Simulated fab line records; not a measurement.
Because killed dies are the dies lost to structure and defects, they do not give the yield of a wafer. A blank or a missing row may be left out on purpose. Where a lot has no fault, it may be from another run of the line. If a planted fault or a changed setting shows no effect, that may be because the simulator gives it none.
fab line records || flow nand-harc
[record] {"lots": 6, "wafers": 18, "last-day": 33}
route steps=1302 shown P_ZERO_WELL@35 END@1302
lots that met no fault: taken from a fault-free run of the same line
start-h: hours from the record's first day to the start of the lot's first wafer shown || wait-h: how many hours have passed since the lot's step before this one || " same as the row above || L1.1+2: a single row standing in for several wafers || - value missing, or start not given || * or withheld: withheld || < > ~ a bound
route shown NAME@n: names a module that has steps shown in the file, with the first one's number in the route || usual: mean and standard deviation over wafers with no fault || same: alike in all rows || chamber/n: place in a boat || sites: the reading at each site || _std_site: their standard deviation || _edge_site: outer sites' mean less inner sites' || radius-mm: for every site, how far away it sits from the centre of the wafer || mask NAME#n: copy n || behind: the tool/chamber that last shaped the wafer || hold: why the lot went on hold/how many hours it stayed there/how the hold came to an end || device: the transistor (n, p or np) that didn't switch || end of line: at the end of the route, the tests of the same wafers || a step with no rows: only its recipe || killed: not the wafer's yield, but the dies lost to structure and defects at the first sort || map: shows each die of a wafer: x if killed, . if not, _ if none is there
set.NAME: the run value of the setting; set.NAME@STEP: its run value at that earlier step || model.NAME: the simulator's own value behind a step, which no gauge read
certain route steps with their lots: each step a table, each wafer a row
services: when a tool's chamber went out of use (start-h, in hours from the record's first day, below 0 if earlier), for how many hours, and the reason
[[steps]]
[step NHARC_P_ZERO_WELL_STRIP_28]
[recipe] {"time-s": 840, "temp-c": 130, "chemistry": "SPM"}
[step NHARC_P_ZERO_WELL_DEHYDRATE_29]
[recipe] {"temp-c": 150, "time-s": 120}
[step NHARC_P_ZERO_WELL_HMDS_30]
[recipe] {"time-s": 30}
[step NHARC_P_ZERO_WELL_COAT_31]
[recipe] {"spin-rpm": "withheld"}
[step NHARC_P_ZERO_WELL_SOFTBAKE_32]
[recipe] {"temp-c": 122, "time-s": 95}
[step NHARC_P_ZERO_WELL_EBR_33]
[step NHARC_P_ZERO_WELL_EXPOSE_34]
[recipe] {"na": 0.6, "target-cd-nm": 720, "dose-mj": 22.31, "mask-id": "P_PWELL"}
[step NHARC_P_ZERO_WELL_PEB_35]
[recipe] {"peb-temp-c": 118, "peb-time-s": 85}
[step NHARC_P_ZERO_WELL_DEVELOP_36]
[recipe] {"time-s": 70}
[step NHARC_P_ZERO_WELL_CD_MEAS_37]
[recipe] {"target-cd-nm": 720, "landing-energy-ev": 500}
[usual] {"cd-nm": "720.4/1.4"}
{"lot.wafer": "L929.1", "tool": "cd-sem-02", "chamber": 0, "start-h": 24.36, "wait-h": "-", "cd-nm": 724.5}
{"lot.wafer": "L929.2", "tool": "cd-sem-02", "chamber": 0, "start-h": 24.36, "wait-h": "-", "cd-nm": 722.2}
{"lot.wafer": "L929.5", "tool": "cd-sem-02", "chamber": 0, "start-h": 24.36, "wait-h": "-", "cd-nm": 720.9}
{"lot.wafer": "L932.3", "tool": "cd-sem-03", "chamber": 0, "start-h": 54.10, "wait-h": "-", "cd-nm": 721.3}
{"lot.wafer": "L932.5", "tool": "cd-sem-03", "chamber": 0, "start-h": 54.10, "wait-h": "-", "cd-nm": 721.2}
{"lot.wafer": "L932.6", "tool": "cd-sem-03", "chamber": 0, "start-h": 54.10, "wait-h": "-", "cd-nm": 722.1}
{"lot.wafer": "L942.1", "tool": "cd-sem-03", "chamber": 0, "start-h": 154.09, "wait-h": "-", "cd-nm": 720.9}
{"lot.wafer": "L942.3", "tool": "cd-sem-03", "chamber": 0, "start-h": 154.09, "wait-h": "-", "cd-nm": 720.3}
{"lot.wafer": "L942.5", "tool": "cd-sem-03", "chamber": 0, "start-h": 154.09, "wait-h": "-", "cd-nm": 719.7}
{"lot.wafer": "L948.1", "tool": "cd-sem-03", "chamber": 0, "start-h": 214.24, "wait-h": "-", "cd-nm": 721.2}
{"lot.wafer": "L948.2", "tool": "cd-sem-03", "chamber": 0, "start-h": 214.24, "wait-h": "-", "cd-nm": 719.3}
{"lot.wafer": "L948.3", "tool": "cd-sem-03", "chamber": 0, "start-h": 214.24, "wait-h": "-", "cd-nm": 719.5}
{"lot.wafer": "L949.2", "tool": "cd-sem-02", "chamber": 0, "start-h": 224.17, "wait-h": "-", "cd-nm": 718.7}
{"lot.wafer": "L949.5", "tool": "cd-sem-02", "chamber": 0, "start-h": 224.17, "wait-h": "-", "cd-nm": 719.4}
{"lot.wafer": "L949.6", "tool": "cd-sem-02", "chamber": 0, "start-h": 224.17, "wait-h": "-", "cd-nm": 719.6}
{"lot.wafer": "L950.3", "tool": "cd-sem-03", "chamber": 0, "start-h": 234.62, "wait-h": "-", "cd-nm": 719.1}
{"lot.wafer": "L950.4", "tool": "cd-sem-03", "chamber": 0, "start-h": 234.62, "wait-h": "-", "cd-nm": 719.8}
{"lot.wafer": "L950.5", "tool": "cd-sem-03", "chamber": 0, "start-h": 234.62, "wait-h": "-", "cd-nm": 722.1}
[step NHARC_P_ZERO_WELL_HARDBAKE_38]
[recipe] {"temp-c": 125, "time-s": 80}
[step NHARC_P_ZERO_WELL_DESCUM_39]
[recipe] {"time-s": 3, "o2-flow-sccm": 200, "ar-flow-sccm": 0, "bias-power-w": 0, "chemistry": "O2"}
[usual] {"drypump-motor-current-A": "5.6/0.33", "oes-product-au": "1.000/0.0076", "rf-vpp-V": "57.8/1", "showerhead-plenum-p-Torr": "1.93/0.09", "throttle-valve-pct": "11.311/0.0092"}
{"lot.wafer": "L929.1", "tool": "rie-diel-07", "chamber": 0, "start-h": 24.52, "wait-h": "-", "drypump-motor-current-A": 5.8, "oes-product-au": 1.004, "rf-hours-counter-h": 24, "rf-vpp-V": 58.6, "showerhead-plenum-p-Torr": 2.03, "throttle-valve-pct": 11.323}
{"lot.wafer": "L929.2", "tool": "rie-diel-07", "chamber": 3, "start-h": 24.52, "wait-h": "-", "drypump-motor-current-A": 6.0, "oes-product-au": 0.998, "rf-hours-counter-h": 21, "rf-vpp-V": 56.9, "showerhead-plenum-p-Torr": 1.99, "throttle-valve-pct": 11.308}
{"lot.wafer": "L929.5", "tool": "rie-diel-07", "chamber": 1, "start-h": 24.52, "wait-h": "-", "drypump-motor-current-A": 5.5, "oes-product-au": 1.002, "rf-hours-counter-h": "-", "rf-vpp-V": 57.5, "showerhead-plenum-p-Torr": 1.92, "throttle-valve-pct": 11.317}
{"lot.wafer": "L932.3", "tool": "rie-diel-08", "chamber": 3, "start-h": 54.31, "wait-h": "-", "drypump-motor-current-A": 5.7, "oes-product-au": 1.015, "rf-hours-counter-h": 15, "rf-vpp-V": 56.3, "showerhead-plenum-p-Torr": 1.91, "throttle-valve-pct": 11.316}
{"lot.wafer": "L932.6", "tool": "rie-diel-08", "chamber": 2, "start-h": 54.31, "wait-h": "-", "drypump-motor-current-A": 5.4, "oes-product-au": 0.996, "rf-hours-counter-h": "-", "rf-vpp-V": 57.7, "showerhead-plenum-p-Torr": 1.87, "throttle-valve-pct": 11.312}
{"lot.wafer": "L932.5", "tool": "rie-diel-08", "chamber": 3, "start-h": 54.31, "wait-h": "-", "drypump-motor-current-A": 5.7, "oes-product-au": 1.013, "rf-hours-counter-h": "-", "rf-vpp-V": 58.1, "showerhead-plenum-p-Torr": 1.91, "throttle-valve-pct": 11.323}
{"lot.wafer": "L942.3", "tool": "rie-diel-08", "chamber": 1, "start-h": 154.26, "wait-h": "-", "drypump-motor-current-A": 6.0, "oes-product-au": 1.004, "rf-hours-counter-h": 43, "rf-vpp-V": 56.4, "showerhead-plenum-p-Torr": 1.79, "throttle-valve-pct": 11.309}
{"lot.wafer": "L942.1", "tool": "rie-diel-08", "chamber": 2, "start-h": 154.26, "wait-h": "-", "drypump-motor-current-A": 5.4, "oes-product-au": 0.989, "rf-hours-counter-h": 45, "rf-vpp-V": 57.1, "showerhead-plenum-p-Torr": 1.86, "throttle-valve-pct": 11.323}
{"lot.wafer": "L942.5", "tool": "rie-diel-08", "chamber": 0, "start-h": 154.26, "wait-h": "-", "drypump-motor-current-A": 5.3, "oes-product-au": 0.999, "rf-hours-counter-h": "-", "rf-vpp-V": 57.6, "showerhead-plenum-p-Torr": 2.06, "throttle-valve-pct": 11.324}
{"lot.wafer": "L948.1", "tool": "rie-diel-08", "chamber": 3, "start-h": 214.42, "wait-h": "-", "drypump-motor-current-A": 5.7, "oes-product-au": 1.003, "rf-hours-counter-h": 6, "rf-vpp-V": 57.8, "showerhead-plenum-p-Torr": 1.89, "throttle-valve-pct": 11.307}
{"lot.wafer": "L948.3", "tool": "rie-diel-08", "chamber": 0, "start-h": 214.42, "wait-h": "-", "drypump-motor-current-A": 5.3, "oes-product-au": 0.996, "rf-hours-counter-h": 5, "rf-vpp-V": 58.3, "showerhead-plenum-p-Torr": 2.05, "throttle-valve-pct": 11.303}
{"lot.wafer": "L948.2", "tool": "rie-diel-08", "chamber": 1, "start-h": 214.42, "wait-h": "-", "drypump-motor-current-A": 6.0, "oes-product-au": 1.001, "rf-hours-counter-h": 7, "rf-vpp-V": 55.8, "showerhead-plenum-p-Torr": 1.79, "throttle-valve-pct": 11.313}
{"lot.wafer": "L949.2", "tool": "rie-diel-04", "chamber": 1, "start-h": 224.41, "wait-h": "-", "drypump-motor-current-A": 4.8, "oes-product-au": 1.006, "rf-hours-counter-h": 11, "rf-vpp-V": 57.2, "showerhead-plenum-p-Torr": 1.84, "throttle-valve-pct": 11.308}
{"lot.wafer": "L949.6", "tool": "rie-diel-04", "chamber": 0, "start-h": 224.41, "wait-h": "-", "drypump-motor-current-A": 5.8, "oes-product-au": 0.994, "rf-hours-counter-h": "-", "rf-vpp-V": 59.0, "showerhead-plenum-p-Torr": 1.93, "throttle-valve-pct": 11.295}
{"lot.wafer": "L949.5", "tool": "rie-diel-04", "chamber": 1, "start-h": 224.41, "wait-h": "-", "drypump-motor-current-A": 4.8, "oes-product-au": 0.997, "rf-hours-counter-h": "-", "rf-vpp-V": 57.0, "showerhead-plenum-p-Torr": 1.84, "throttle-valve-pct": 11.311}
{"lot.wafer": "L950.3", "tool": "rie-diel-08", "chamber": 1, "start-h": 234.77, "wait-h": "-", "drypump-motor-current-A": 6.0, "oes-product-au": 0.993, "rf-hours-counter-h": 17, "rf-vpp-V": 57.4, "showerhead-plenum-p-Torr": 1.79, "throttle-valve-pct": 11.303}
{"lot.wafer": "L950.4", "tool": "rie-diel-08", "chamber": 2, "start-h": 234.77, "wait-h": "-", "drypump-motor-current-A": 5.5, "oes-product-au": 0.996, "rf-hours-counter-h": 16, "rf-vpp-V": 58.4, "showerhead-plenum-p-Torr": 1.85, "throttle-valve-pct": 11.312}
{"lot.wafer": "L950.5", "tool": "rie-diel-08", "chamber": 2, "start-h": 234.77, "wait-h": "-", "drypump-motor-current-A": 5.5, "oes-product-au": 0.992, "rf-hours-counter-h": "-", "rf-vpp-V": 57.6, "showerhead-plenum-p-Torr": 1.85, "throttle-valve-pct": 11.313}
[step NHARC_P_ZERO_WELL_IMPLANT_40]
[recipe] {"energy-kev": 300, "dose-cm2": 1e+13, "tilt-deg": 7}
[usual] {"dose-ions-cm2": "1.0001e+13/1.2e+10", "faraday-current-uA": "127.1/2.4"}
{"lot.wafer": "L929.1", "tool": "implanter-02", "chamber": 0, "start-h": 24.67, "wait-h": 0.1, "dose-ions-cm2": 9.995e+12, "faraday-current-uA": 126.0}
{"lot.wafer": "L929.2", "tool": "implanter-02", "chamber": 0, "start-h": 24.67, "wait-h": 0.1, "dose-ions-cm2": 1.0004e+13, "faraday-current-uA": 128.2}
{"lot.wafer": "L929.5", "tool": "implanter-02", "chamber": 0, "start-h": 24.67, "wait-h": 0.1, "dose-ions-cm2": 1.0002e+13, "faraday-current-uA": 128.5}
{"lot.wafer": "L932.3", "tool": "implanter-02", "chamber": 0, "start-h": 54.51, "wait-h": 0.2, "dose-ions-cm2": 1.0014e+13, "faraday-current-uA": 128.8}
{"lot.wafer": "L932.5", "tool": "implanter-02", "chamber": 0, "start-h": 54.51, "wait-h": 0.2, "dose-ions-cm2": 9.988e+12, "faraday-current-uA": 129.4}
{"lot.wafer": "L932.6", "tool": "implanter-02", "chamber": 0, "start-h": 54.51, "wait-h": 0.2, "dose-ions-cm2": 1.0005e+13, "faraday-current-uA": 127.0}
{"lot.wafer": "L942.1", "tool": "implanter-01", "chamber": 0, "start-h": 154.39, "wait-h": 0.1, "dose-ions-cm2": 1.0005e+13, "faraday-current-uA": 126.1}
{"lot.wafer": "L942.3", "tool": "implanter-01", "chamber": 0, "start-h": 154.39, "wait-h": 0.1, "dose-ions-cm2": 9.995e+12, "faraday-current-uA": 125.3}
{"lot.wafer": "L942.5", "tool": "implanter-01", "chamber": 0, "start-h": 154.39, "wait-h": 0.1, "dose-ions-cm2": 9.997e+12, "faraday-current-uA": 133.6}
{"lot.wafer": "L948.1", "tool": "implanter-01", "chamber": 0, "start-h": 214.55, "wait-h": 0.1, "dose-ions-cm2": 9.987e+12, "faraday-current-uA": 125.2}
{"lot.wafer": "L948.2", "tool": "implanter-01", "chamber": 0, "start-h": 214.55, "wait-h": 0.1, "dose-ions-cm2": 1.0003e+13, "faraday-current-uA": 126.4}
{"lot.wafer": "L948.3", "tool": "implanter-01", "chamber": 0, "start-h": 214.55, "wait-h": 0.1, "dose-ions-cm2": 1e+13, "faraday-current-uA": 125.6}
{"lot.wafer": "L949.2", "tool": "implanter-02", "chamber": 0, "start-h": 224.57, "wait-h": 0.2, "dose-ions-cm2": 5.23e+12, "faraday-current-uA": 67.1}
{"lot.wafer": "L949.5", "tool": "implanter-02", "chamber": 0, "start-h": 224.57, "wait-h": 0.2, "dose-ions-cm2": 5.23e+12, "faraday-current-uA": 67.3}
{"lot.wafer": "L949.6", "tool": "implanter-02", "chamber": 0, "start-h": 224.57, "wait-h": 0.2, "dose-ions-cm2": 5.211e+12, "faraday-current-uA": 64.3}
{"lot.wafer": "L950.3", "tool": "implanter-02", "chamber": 0, "start-h": 234.98, "wait-h": 0.2, "dose-ions-cm2": 5.208e+12, "faraday-current-uA": 67.6}
{"lot.wafer": "L950.4", "tool": "implanter-02", "chamber": 0, "start-h": 234.98, "wait-h": 0.2, "dose-ions-cm2": 5.207e+12, "faraday-current-uA": 65.5}
{"lot.wafer": "L950.5", "tool": "implanter-02", "chamber": 0, "start-h": 234.98, "wait-h": 0.2, "dose-ions-cm2": 5.203e+12, "faraday-current-uA": 69.2}
[step NHARC_P_ZERO_WELL_IMPLANT_59]
[recipe] {"energy-kev": 120, "dose-cm2": 5e+12, "tilt-deg": 7}
[step NHARC_END_SORT_01]
[recipe] {"temp-c": 25}
[usual] {"killed-at-array": "60/21", "killed-at-other": "1.0/1.2", "killed-at-periphery": "4.2/2.8", "killed-dies": "65/20", "killed-open": "3.1/1.8", "killed-short": "2.6/1.6"}
[same] {"gross-dies": 677}
{"lot.wafer": "L929.1", "tool": "prober-02", "chamber": 0, "start-h": 554.22, "wait-h": 2.5, "killed-at-array": 92, "killed-at-other": 1, "killed-at-periphery": 3, "killed-dies": 96, "killed-open": 3, "killed-short": 3}
{"lot.wafer": "L929.2", "tool": "prober-02", "chamber": 0, "start-h": 555.03, "wait-h": 2.8, "killed-at-array": 102, "killed-at-other": 0, "killed-at-periphery": 8, "killed-dies": 110, "killed-open": 6, "killed-short": 4}
{"lot.wafer": "L929.5", "tool": "prober-02", "chamber": 0, "start-h": 557.46, "wait-h": 3.7, "killed-at-array": 79, "killed-at-other": 0, "killed-at-periphery": 4, "killed-dies": 83, "killed-open": 6, "killed-short": 2}
// killed by level:class
L929.1 A_CHANNEL_HOLE_D2:chamber-film-flake=38 A_CHANNEL_HOLE_D1:chamber-film-flake=34 A_SLIT:chamber-film-flake=8 A_CONTACT:chamber-film-flake=5 P_ZERO_WELL:chamber-film-flake=2 P_M0:geometric-particle:short=1 A_CHANNEL_FILL_D1:geometric-particle:short=1 A_ONON_D2:geometric-particle:open=1
L929.2 A_CHANNEL_HOLE_D2:chamber-film-flake=31 A_CHANNEL_HOLE_D1:chamber-film-flake=29 A_SLIT:chamber-film-flake=24 A_CONTACT:chamber-film-flake=8 P_M0:geometric-particle:open=3 A_CHANNEL_FILL_D2:geometric-particle:open=2 P_ZERO_WELL:chamber-film-flake=2 A_STAIRCASE:chamber-film-flake=2
L929.5 A_CHANNEL_HOLE_D2:chamber-film-flake=29 A_CHANNEL_HOLE_D1:chamber-film-flake=21 A_SLIT:chamber-film-flake=13 A_CONTACT:chamber-film-flake=6 A_STAIRCASE:chamber-film-flake=2 P_CONTACT:geometric-particle:open=1 P_M0:geometric-particle:open=1 A_ONON_D1:geometric-particle:open=1
[[services]]
{"tool": "rie-diel-04", "chamber": "-", "start-h": 1.07, "hours": 9.0, "kind": "pm"}
{"tool": "rie-diel-08", "chamber": "-", "start-h": 1.44, "hours": 0.7, "kind": "repair"}
{"tool": "rie-diel-08", "chamber": 0, "start-h": 12.17, "hours": 2.8, "kind": "repair"}
{"tool": "rie-diel-08", "chamber": "-", "start-h": 13.88, "hours": 9.0, "kind": "pm"}
{"tool": "rie-diel-08", "chamber": 1, "start-h": 13.88, "hours": 9.0, "kind": "vent-cycle"}
{"tool": "rie-diel-08", "chamber": 2, "start-h": 13.88, "hours": 9.0, "kind": "vent-cycle"}
{"tool": "rie-diel-08", "chamber": 1, "start-h": 24.19, "hours": 3.4, "kind": "repair"}
{"tool": "implanter-01", "chamber": "-", "start-h": 29.94, "hours": 6.4, "kind": "repair"}
{"tool": "implanter-01", "chamber": "-", "start-h": 50.23, "hours": 6.8, "kind": "repair"}
{"tool": "rie-diel-07", "chamber": 0, "start-h": 57.62, "hours": 7.4, "kind": "repair"}
{"tool": "rie-diel-08", "chamber": 0, "start-h": 83.03, "hours": 2.4, "kind": "repair"}
{"tool": "rie-diel-04", "chamber": 2, "start-h": 92.89, "hours": 18.3, "kind": "repair"}
{"tool": "rie-diel-04", "chamber": 1, "start-h": 93.89, "hours": 7.1, "kind": "repair"}
{"tool": "rie-diel-07", "chamber": 1, "start-h": 93.96, "hours": 6.0, "kind": "repair"}
{"tool": "rie-diel-04", "chamber": 3, "start-h": 95.78, "hours": 7.0, "kind": "repair"}
{"tool": "rie-diel-04", "chamber": 1, "start-h": 106.34, "hours": 1.8, "kind": "repair"}
{"tool": "rie-diel-07", "chamber": 3, "start-h": 113.06, "hours": 3.9, "kind": "repair"}
{"tool": "rie-diel-07", "chamber": "-", "start-h": 117.56, "hours": 9.0, "kind": "pm"}
{"tool": "implanter-02", "chamber": "-", "start-h": 146.00, "hours": 13.0, "kind": "pm"}
{"tool": "rie-diel-04", "chamber": 0, "start-h": 155.86, "hours": 3.0, "kind": "repair"}
{"tool": "rie-diel-04", "chamber": "-", "start-h": 172.76, "hours": 2.1, "kind": "repair"}
{"tool": "rie-diel-04", "chamber": "-", "start-h": 179.20, "hours": 9.0, "kind": "pm"}
{"tool": "rie-diel-07", "chamber": 1, "start-h": 189.88, "hours": 3.8, "kind": "repair"}
{"tool": "rie-diel-08", "chamber": "-", "start-h": 190.91, "hours": 9.0, "kind": "pm"}
[[key]]
[first-sign] {"step": "NHARC_P_ZERO_WELL_IMPLANT_40", "reading": "dose-ions-cm2", "direction": "down", "sigmas": "99+", "usual": 1.0001e+13, "struck": 5.215e+12}
[effect] {"step": "NHARC_P_ZERO_WELL_IMPLANT_40", "reading": "faraday-current-uA", "direction": "down", "sigmas": 25, "usual": 127.1, "struck": 66.8}
met-at NHARC_P_ZERO_WELL_IMPLANT_40
struck-wafers L949.2,L949.5,L949.6,L950.3,L950.4,L950.5
tester-left-out L949,L950
onset-between 54.51 224.57
[fault] {"kind": "process-parameter-drift", "tool": "implanter-02", "chamber": "-", "onset-h": 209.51, "steps": "NHARC_P_ZERO_WELL_IMPLANT_40", "channel": "dose-cm2", "offset": -4.7855e+12, "shape": "step", "end-h": 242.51, "acts-in": "these-recipes-only", "stated": 1e+13}
// tester-left-out: of these lots the tester's yield and bins aren't shown, on N5 and GAA mostly nor the transistor test; their killed dies are dies lost to structure and defects alone, not to doping, threshold or leakage, so they don't give the yield
